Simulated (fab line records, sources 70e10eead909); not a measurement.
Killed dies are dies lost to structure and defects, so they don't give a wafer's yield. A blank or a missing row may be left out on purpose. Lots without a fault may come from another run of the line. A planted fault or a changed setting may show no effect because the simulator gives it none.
fab line records | flow nand_harc
record lots=5 wafers=15 last_day=32
route steps=1302 shown A_WL_FILL@954 END@1302
lots that met no fault: from a run of the same line without faults
start_h: hours from the record's first day to the start of the lot's first wafer shown | wait_h: hours since the lot's step before | " the same as in the row above | L1.1+2: a row that stands for several wafers | - no value, or no start given | * or withheld: withheld | < > ~ a bound
route shown NAME@n: a module of which the file shows steps, and the number in the route of the first | usual: mean/standard deviation of fault-free wafers | same: alike in all rows | chamber/n: place in a boat | sites: the reading at each site | _std_site: their standard deviation | _edge_site: outer sites' mean less inner sites' | radius_mm: how far each site lies from the wafer's centre | mask NAME#n: copy n | behind: the tool/chamber that last shaped the wafer | hold: why the lot was held/for how many hours/how that ended | device: the transistor (n, p or np) that didn't switch | end of line: the same wafers' tests at the end of the route | a step without rows: its recipe alone | killed: dies lost to structure and defects at the first sort, not the wafer's yield | map: a wafer's dies, x killed, . not, _ none there
set.NAME: the setting as run; set.NAME@STEP: as run at that earlier step | model.NAME: the simulator's own value behind a step, which no gauge read
lots at some steps of the route; a table a step, a row a wafer
services: from which hour (start_h, from the record's first day; less than 0 if before it) a tool's chamber was out of use, for how many hours, and why
## steps
# step NHARC_A_WL_FILL_ALD_02
# recipe target_thk_a=20 pulse_time_s=3 ald_cycles=100 temp_c=450 material=TiN
# usual heater_power_w=1121/91 precursor_pulse_height_rel=0.999/0.02
# columns lot.wafer tool chamber start_h wait_h heater_power_w precursor_pulse_height_rel
L485.1 ald_metal-04 0 530.25 0.2 1264 0.985
L485.6 " 3 " " 1266 1.001
L485.5 " 0 " " 1255 0.977
L487.4 ald_metal-02 2 563.78 0.2 1212 1.019
L487.5 " 0 " " 1149 0.971
L487.6 " 1 " " 955 0.968
L488.3 ald_metal-04 2 567.33 0.1 971 1.026
L488.4 " 3 " " 1260 0.984
L488.5 " 2 " " 982 0.989
L489.1 ald_metal-02 1 578.00 0.2 964 0.975
L489.4 " 3 " " 1150 0.998
L489.5 " 1 " " 975 1.005
L499.3 ald_metal-04 0 664.68 0.2 1200 1.000
L499.1 " 1 " " 1119 1.007
L499.4 " 2 " " 936 0.969
# step NHARC_A_WL_FILL_CVD_03
# recipe target_thk_a=400 temp_c=300 pressure_torr=40 wf6_flow_sccm=40 h2_flow_sccm=1600 ar_flow_sccm=1560 time_s=279 material=W
# usual heater_power_w=415/32 mfc_ar_sccm=1560/4.3 throttle_valve_pct=7.96/0.22
# columns lot.wafer tool chamber start_h wait_h heater_power_w mfc_ar_sccm throttle_valve_pct
L485.1 cvd_w-02 0 530.70 0.1 438 1557 7.69
L485.5 " 1 " " 446 1563 8.09
L485.6 " 0 " " 435 1561 7.68
L487.4 cvd_w-02 1 564.24 0.2 456 1563 8.11
L487.5 " 1 " " 456 1571 8.24
L487.6 " 0 " " 441 1559 7.90
L488.4 cvd_w-01 1 567.89 0.2 391 1560 8.07
L488.3 " 0 " " 381 1568 7.77
L488.5 " 1 " " 394 1566 7.90
L489.1 cvd_w-01 0 578.45 0.1 385 1560 7.75
L489.4 " 1 " " 395 1556 7.70
L489.5 " 1 " " 388 1564 7.80
L499.1 cvd_w-02 1 665.14 0.1 444 1559 8.33
L499.4 " 0 " " 461 1559 7.86
L499.3 " 1 " " 440 1562 8.15
# step NHARC_A_WL_FILL_ETCHBACK_04
# recipe target_depth_a=600 time_s=120 chemistry=NF3
# usual drypump_motor_current_A=6.0/0.42 oes_product_au=1.007/0.0082 run_length_s=141.4/0.41
# columns lot.wafer tool chamber start_h wait_h drypump_motor_current_A oes_product_au rf_hours_counter_h run_length_s
L485.1 rie_metal-02 0 531.03 0.3 5.9 1.002 1.0 140.9
L485.6 " 0 " " 6.0 0.993 - 140.9
L485.5 " 1 " " 5.0 1.002 - 140.6
L487.4 rie_metal-03 0 564.58 0.3 5.8 1.012 - 142.2
L487.6 " 0 " " 5.8 1.007 - 141.3
L487.5 " 1 " " 6.1 1.012 - 141.3
L488.3 rie_metal-01 0 568.23 0.2 6.2 1.000 - 141.8
L488.4 " 1 " " 6.6 1.020 - 141.6
L488.5 " 0 " " 6.2 1.001 - 141.9
L489.1 rie_metal-03 1 578.77 0.3 6.1 1.011 1.2 140.9
L489.4 " 0 " " 5.8 1.000 - 141.6
L489.5 " 1 " " 6.1 1.018 - 141.2
L499.1 rie_metal-01 1 665.46 0.3 6.5 1.015 1.4 141.2
L499.4 " 1 " " 6.5 1.011 - 141.2
L499.3 " 0 " " 6.2 1.019 - 142.4
# step NHARC_A_WL_FILL_ETCHBACK_05
# recipe target_depth_a=220 time_s=60 temp_c=40 chemistry=Cl2/BCl3
# step NHARC_A_WL_FILL_STRIP_27
# recipe power_w=1500 temp_c=250 time_s=20 chemistry=N2/H2
# usual drypump_motor_current_A=6.0/0.37 heater_power_w=337/25
# columns lot.wafer tool chamber start_h wait_h drypump_motor_current_A heater_power_w rf_hours_counter_h
L485.1 plasma_asher-02 0 531.44 0.1 5.9 300 18
L485.5 " 1 " " 6.2 349 -
L485.6 " 0 " " 5.9 300 -
L487.4 plasma_asher-01 0 564.94 0.1 6.3 345 -
L487.5 " 0 " " 6.4 344 -
L487.6 " 1 " " 5.3 371 -
L488.4 plasma_asher-02 1 568.59 0.1 6.2 355 -
L488.3 " 0 " " 5.9 306 -
L488.5 " 1 " " 6.2 356 -
L489.1 plasma_asher-02 0 579.17 0.1 5.9 306 29
L489.4 " 1 " " 6.3 347 -
L489.5 " 0 " " 5.9 307 -
L499.1 plasma_asher-01 0 665.86 0.2 6.3 327 30
L499.4 " 1 " " 5.3 360 -
L499.3 " 0 " " 6.4 350 -
# step NHARC_A_WL_FILL_STRIP_28
# recipe time_s=1200 temp_c=72.5 chemistry=post_etch_residue_remover
# step NHARC_A_WL_FILL_PRECLEAN_06
# recipe time_s=300 chemistry=DIW
# step NHARC_A_WL_FILL_SRD_07
# step NHARC_A_WL_FILL_ANNEAL_08
# recipe temp_c=450 time_s=1800
# step NHARC_A_WL_FILL_ALD_10
# recipe target_thk_a=500 pulse_time_s=10 ald_cycles=500 temp_c=300 material=SiO2
# usual heater_power_w=469/41 precursor_pulse_height_rel=1.001/0.02
# columns lot.wafer tool chamber start_h wait_h heater_power_w precursor_pulse_height_rel
L485.1 ald_hk-04 3 537.68 1.6 479 1.013
L485.6 " 0 " " 499 1.011
L485.5 " 1 " " 490 0.967
L488.4 ald_hk-04 1 571.45 0.1 479 0.997
L488.3 " 2 " " 471 1.011
L488.5 " 1 573.50 2.1 501 0.988
L487.4 ald_hk-02 0 574.28 2.9 513 0.996
L487.5 " 1 " " 434 0.995
L487.6 " 2 " " 429 1.011
L489.1 ald_hk-02 3 586.64 0.1 450 0.992
L489.4 " 1 587.68 1.1 436 1.001
L489.5 " 3 588.71 2.1 462 1.006
L499.3 ald_hk-02 3 670.77 0.0 470 1.005
L499.1 " 0 " " 511 1.002
L499.4 " 2 672.32 1.6 429 0.985
# step NHARC_A_WL_FILL_ETCHBACK_16
# recipe target_depth_a=1200 time_s=24 c4f8_flow_sccm=withheld o2_flow_sccm=8 ar_flow_sccm=withheld rf_w=600 bias_w=800 chemistry=C4F8/O2/Ar
# usual oes_product_au=0.976/0.028 rf_vpp_V=723/4.5 run_length_s=45.4/0.53
# columns lot.wafer tool chamber start_h wait_h oes_product_au rf_hours_counter_h rf_vpp_V run_length_s
L485.1 rie_diel-08 0 540.79 - 0.934 3.3 718 45.2
L485.5 " 1 " " 0.916 - 727 44.9
L485.6 " 2 " " 0.928 - 728 46.2
L488.4 rie_diel-08 0 576.09 - 1.010 0.7 717 44.7
L488.3 " 1 " " 1.001 0.6 727 44.8
L488.5 " 0 " " 1.010 - 716 44.9
L487.4 rie_diel-04 2 577.39 - 0.993 0.7 728 45.5
L487.5 " 3 " " 0.977 - 724 46.1
L487.6 " 0 " " 0.987 - 726 44.8
L489.4 rie_diel-07 1 591.29 - 0.980 5.0 729 45.0
L489.1 " 3 " " 0.975 4.8 719 45.2
L489.5 " 1 " " 0.977 - 729 44.9
L499.3 rie_diel-08 3 675.43 - 0.989 2.3 720 45.1
L499.1 " 0 " " 1.005 2.4 717 44.8
L499.4 " 0 " " 1.009 - 717 30.2
# step NHARC_A_WL_FILL_STRIP_29
# recipe time_s=20 o2_flow_sccm=500 ar_flow_sccm=0 bias_w=0 chemistry=O2
# step NHARC_END_SORT_01
# recipe temp_c=25
# usual killed_at_array=59/24 killed_at_other=0.7/1.2 killed_at_periphery=3.5/2.6 killed_dies=63/24 killed_open=3.2/2.1 killed_short=2.4/1.5
# same gross_dies=677
# columns lot.wafer tool chamber start_h wait_h killed_at_array killed_at_other killed_at_periphery killed_dies killed_open killed_short
L488.3 prober-01 0 662.45 3.1 30 0 7 37 7 3
L488.4 prober-01 0 663.26 3.4 26 2 4 32 0 4
L488.5 prober-01 0 664.06 3.7 27 0 7 34 4 3
L489.1 prober-02 0 681.41 2.5 48 0 1 49 2 4
L489.4 prober-02 0 683.83 3.4 49 0 3 52 2 3
L489.5 prober-02 0 684.64 3.7 39 0 1 40 5 1
L499.1 prober-01 0 774.36 2.5 21 0 1 22 4 3
L499.3 prober-01 0 775.99 3.1 24 0 0 24 2 1
L499.4 prober-01 0 776.80 3.4 657 1 5 663 6 2
# killed by level:class
L488.3 A_CHANNEL_HOLE_D2:chamber_film_flake=10 A_CHANNEL_HOLE_D1:chamber_film_flake=7 P_STI:chamber_film_flake=3 A_WL_FILL:geometric_particle:short=2 A_WL_FILL:geometric_particle:open=2 P_CONTACT:chamber_film_flake=2 A_SLIT:chamber_film_flake=2 P_GATE:geometric_particle:open=1
L488.4 A_CHANNEL_HOLE_D2:chamber_film_flake=9 A_CHANNEL_HOLE_D1:chamber_film_flake=4 A_ZERO_WELL:chamber_film_flake=2 A_STAIRCASE:chamber_film_flake=2 A_SLIT:chamber_film_flake=2 A_CONTACT:chamber_film_flake=2 A_M0:chamber_film_flake=2 THIN_TSV:chamber_film_flake=2
L488.5 A_CHANNEL_HOLE_D2:chamber_film_flake=11 P_STI:chamber_film_flake=4 A_CHANNEL_HOLE_D1:chamber_film_flake=4 A_SLIT:chamber_film_flake=3 A_BLC:geometric_particle:open=2 A_CONTACT:chamber_film_flake=2 P_CONTACT:geometric_particle:open=1 A_CHANNEL_FILL_D1:geometric_particle:short=1
L489.1 A_SLIT:chamber_film_flake=33 A_CHANNEL_HOLE_D1:chamber_film_flake=5 A_CHANNEL_HOLE_D2:chamber_film_flake=2 A_STAIRCASE:chamber_film_flake=2 P_M1:geometric_particle:open=1 A_CHANNEL_HOLE_D1:geometric_particle:short=1 A_DECK1_JOINT:geometric_particle:short=1 A_ONON_D2:geometric_particle:open=1
L489.4 A_SLIT:chamber_film_flake=32 A_CHANNEL_HOLE_D1:chamber_film_flake=8 A_ONON_D1:geometric_particle:short=2 A_CHANNEL_HOLE_D2:chamber_film_flake=2 A_STAIRCASE:chamber_film_flake=2 P_GATE:geometric_particle:open=1 P_CONTACT:geometric_particle:open=1 A_CHANNEL_FILL_D1:geometric_particle:short=1
L489.5 A_SLIT:chamber_film_flake=20 A_CHANNEL_HOLE_D1:chamber_film_flake=4 A_CONTACT:chamber_film_flake=4 A_STAIRCASE:chamber_film_flake=3 A_DECK1_JOINT:chamber_film_flake=2 P_M2:geometric_particle:short=1 A_ONON_D1:geometric_particle:open=1 A_DECK1_JOINT:geometric_particle:open=1
L499.1 A_SLIT:chamber_film_flake=4 A_CHANNEL_HOLE_D1:unspecified=3 A_CONTACT:chamber_film_flake=3 A_BLC:geometric_particle:open=2 P_M0:geometric_particle:short=1 A_CHANNEL_HOLE_D1:geometric_particle:open=1 A_CHANNEL_HOLE_D1:geometric_particle:short=1 A_CHANNEL_FILL_D2:geometric_particle:open=1
L499.3 A_SLIT:chamber_film_flake=10 A_CONTACT:chamber_film_flake=3 A_M1:chamber_film_flake=3 A_CHANNEL_HOLE_D1:chamber_film_flake=2 A_CHANNEL_FILL_D1:geometric_particle:short=1 A_WL_FILL:geometric_particle:open=1 A_CONTACT:geometric_particle:open=1 A_ZERO_WELL:chamber_film_flake=1
L499.4 A_WL_FILL:area_etchback=643 P_STI:chamber_film_flake=2 A_CHANNEL_HOLE_D1:chamber_film_flake=2 A_STAIRCASE:chamber_film_flake=2 A_SLIT:chamber_film_flake=2 P_CONTACT:geometric_particle:open=1 P_M0:geometric_particle:open=1 P_M0:geometric_particle:short=1
# map L499.4 (x killed, . not)
____________x____________
_________xxxxxxx_________
_______xxxxxxxxxxx_______
______xxxxxxxxxxxxx______
_____xxxxxxxxxxxxxxx_____
____xxxxxxxxxxxxxxxxx____
____xxx.xxxxxxxxxxxxx____
___xx.xxxxxxxxxxxxxxxx___
___xxxxxxxxxxxxxxxxxxx___
__xxxxxxxxxxxxxxxxxxxxx__
__xxxxxxx.xxxxxxxxxxxxx__
_xx.xxxxxxxxxxxxxx.xx.xx_
_xxxxxxxxxxxxxxxxxxxxxxx_
_xxxxxxxxxxxxx.xxxxxxxxx_
_xxxxxxxxxxx.xxxxxxxxxxx_
_xxxxxxxxxxxxxxxxxxxxxxx_
xxxxxxxxx.xxxxxxx.xxxxxxx
xxxxxxxxxxxxxxxxxxxxxxxxx
xxxxxxxxxxxxxxxxxxxxxxxxx
xxxxxxxxxxxxxxxxxxxxxxxxx
xxxxxxxxxxxxxxxxxxxxxxxxx
_xxxxxxxxxxxxxxxxxxxxxxx_
_xxxxx.xxxxxxxxxxxxxxxxx_
_xxxxxxxxxxx.xxxxxxxxxxx_
_xxxxxxxxxxxxxxxxxxxxxxx_
_xxxxxx.xxxxxxxxxxxxxxxx_
__xxxxxxxxxxxxxxxxxxxxx__
__xxxxxxxxxxxxxxxxxxxxx__
___xxxxxxxxxxxxxxxxxxx___
___xxxxxxxxxxxxxxxxxxx___
____xxxxxxxxxxxxxxxxx____
____xxxxxxxxxxxx.xxxx____
_____xxxxxxxxxxxxxxx_____
______xxxxxxxxxxxxx______
_______xxxxxxxxxxx_______
_________xxxxxxx_________
____________x____________
# map L488.3 (x killed, . not)
____________.____________
_________......._________
_______..........._______
______......x......______
_____..............._____
____........x.x......____
____.................____
___.....x.............___
___......x............___
__..x...x.x.x..........__
__......xxx......x.....__
_......x.x.x............_
_......x.xxx............_
_....xx......x...x......_
_.....x................._
_.......x..............._
.x............x..........
.........................
..x......................
.........................
.........x...............
_........x.............._
_......................._
_......................._
_..............x........_
_......................._
__.....................__
__.....................__
___..................x___
___...................___
____.......x.........____
____.................____
_____x.............._____
______....x........______
_______.......x..._______
_________......._________
____________.____________
## services
# columns tool chamber start_h hours kind
ald_metal-02 - 507.34 2.4 repair
plasma_asher-02 - 509.83 4.7 repair
cvd_w-01 1 518.27 10.0 repair
plasma_asher-01 - 519.00 9.0 pm
rie_metal-03 - 519.13 9.0 pm
ald_metal-04 - 524.96 0.6 repair
ald_hk-02 - 528.30 10.0 pm
cvd_w-02 - 532.66 1.7 repair
rie_diel-08 - 544.80 9.0 pm
cvd_w-01 - 547.00 13.0 pm
rie_diel-08 3 558.32 8.6 repair
rie_metal-01 - 575.00 9.0 pm
ald_hk-02 - 581.42 4.4 repair
rie_metal-03 - 587.40 0.3 repair
rie_metal-03 - 599.57 1.9 repair
ald_metal-04 - 601.97 28.9 repair
plasma_asher-02 - 603.24 9.0 pm
ald_metal-02 - 610.00 10.0 pm
ald_hk-04 - 610.82 10.0 pm
cvd_w-01 0 619.66 7.5 repair
cvd_w-02 - 631.00 13.0 pm
ald_metal-04 - 652.00 10.0 pm
rie_diel-08 0 654.98 3.4 repair
rie_diel-08 2 665.65 10.4 repair
## key
first_sign step=NHARC_A_WL_FILL_ETCHBACK_16 reading=run_length_s direction=down sigmas=28 usual=* struck=*
effect step=NHARC_END_SORT_01 reading=killed_dies direction=up sigmas=25 usual=63 struck=663
more_kills_born_at NHARC_A_WL_FILL_ETCHBACK_16@rie_diel-08=643
met_at NHARC_A_WL_FILL_ETCHBACK_16
struck_wafers L499.4
later_rows_left_out L499.4
tester_left_out L499
onset_between 576.09 675.43
fault kind=process_parameter_drift tool=rie_diel-08 chamber=- onset_h=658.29 steps=NHARC_A_WL_FILL_ETCHBACK_16 channel=time_s offset=* shape=step end_h=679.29 scope=struck_wafers_only acts_in=* stated=*
# tester_left_out: of these lots the tester's yield and bins aren't shown, on N5 and GAA mostly nor the transistor test; their killed dies are dies lost to structure and defects alone, not to doping, threshold or leakage, so they don't give the yield
# later_rows_left_out: the simulator's readings of these wafers behind a module that went badly wrong aren't trusted and aren't shown, but for the sort
